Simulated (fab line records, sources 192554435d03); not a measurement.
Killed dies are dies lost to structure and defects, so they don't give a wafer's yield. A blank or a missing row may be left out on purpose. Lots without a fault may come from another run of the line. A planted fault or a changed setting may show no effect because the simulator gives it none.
One fault seen from 3 desks | flow n5_finfet | each desk has only its own numbers; what lay behind them comes last
Where a reading is given only as a bound, like >300, the bound stands for it, and a mean or a difference that rests on one is marked > or <: the true number lies beyond.

THE TOOL OWNER'S DESK: ald_sin-01
The tool's own readings at N5_SPACER0_ALD_07 (deposits SiNx, target thk 2 nm): means of the sampled wafers that have a number, for each lot that ran on this tool. A lot is out of limits, marked OUT, if its mean lies more than 4 standard deviations from the usual mean; the brackets give that distance.
Columns: A = heater_power_w at N5_SPACER0_ALD_07, usual 857 W
lot  | first seen here | A
L939 | day 3 01:59     | 946
L945 | day 4 10:22     | 871
L949 | day 5 14:05     | 810
L950 | day 6 01:52     | 913
L952 | day 6 09:55     | 887
L953 | day 6 12:56     | 958
L958 | day 7 18:06     | 871
This desk's finding: nothing out of limits on any of the 7 lots.

THE DEFECT DESK
What the inspections along the route counted, lot by lot: means of the sampled wafers that have a number. A lot is out of limits, marked OUT, if its mean lies more than 4 standard deviations from the usual mean; the brackets give that distance.
Columns: A = raw_defect_count at N5_SPACER0_INSPECT_04, usual 142; B = raw_defect_count at N5_SD_EPI_N_INSPECT_11, usual 2.2; C = raw_defect_count at N5_SD_EPI_N_INSPECT_26, usual 220
lot  | first seen here | A              | B                      | C
L939 | day 3 02:34     | 137            | 1.3                    | 175
L945 | day 4 10:56     | 100            | 2.0                    | 175
L949 | day 5 14:39     | 123            | 1.3                    | 256
L950 | day 6 02:26     | 117            | 2.3                    | 209
L951 | day 6 06:42     | 119            | 1.7                    | 173
L952 | day 6 10:29     | 1038 (+24) OUT | >300 (+99 or more) OUT | 1150 (+19) OUT
L953 | day 6 13:30     | 1015 (+23) OUT | >300 (+99 or more) OUT | 1135 (+19) OUT
L958 | day 7 18:40     | 1057 (+24) OUT | >300 (+99 or more) OUT | 1081 (+18) OUT
L961 | day 8 16:15     | 129            | 1.7                    | 207
L962 | day 8 18:58     | 148            | 2.0                    | 209
This desk's finding: out of limits on L952, L953, L958; first on L952, day 6 10:29 (raw_defect_count at N5_SPACER0_INSPECT_04). In limits: L939, L945, L949, L950, L951, L961, L962.

THE METROLOGY DESK
What the gauges read, lot by lot, whatever tool the lot ran on: means of the sampled wafers that have a number. A lot is out of limits, marked OUT, if its mean lies more than 4 standard deviations from the usual mean; the brackets give that distance.
Columns: A = cd_nm at N5_DUMMY_GATE_CD_MEAS_50, usual 14.0 nm
lot  | first seen here | A
L939 | day 3 01:10     | 14.4
L945 | day 4 09:32     | 14.2
L949 | day 5 12:49     | 14.6
L950 | day 6 01:04     | 14.1
L951 | day 6 05:05     | 13.8
L952 | day 6 09:02     | 13.6
L953 | day 6 11:56     | 14.0
L958 | day 7 17:17     | 13.8
L961 | day 8 14:52     | 13.8
L962 | day 8 15:33     | 14.1
This desk's finding: nothing out of limits on any of the 10 lots.

PUT TOGETHER
The defect desk could have raised an alarm at day 6 10:29, on L952, L953, L958.
The tool owner's desk saw nothing out of limits.
The metrology desk saw nothing out of limits.
The tool owner's desk has L952, L953, L958 on record, within its limits.
The metrology desk has L952, L953, L958 on record, within its limits.
Of the lots named, all ran N5_SPACER0_ALD_07 on ald_sin-01.

WHAT THE SIMULATOR HAD PUT IN
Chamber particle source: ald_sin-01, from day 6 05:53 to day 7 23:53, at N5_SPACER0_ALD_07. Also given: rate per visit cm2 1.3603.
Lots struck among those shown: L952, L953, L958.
Hours from the fault's start to each desk's first reading out of limits: the defect desk, 5.
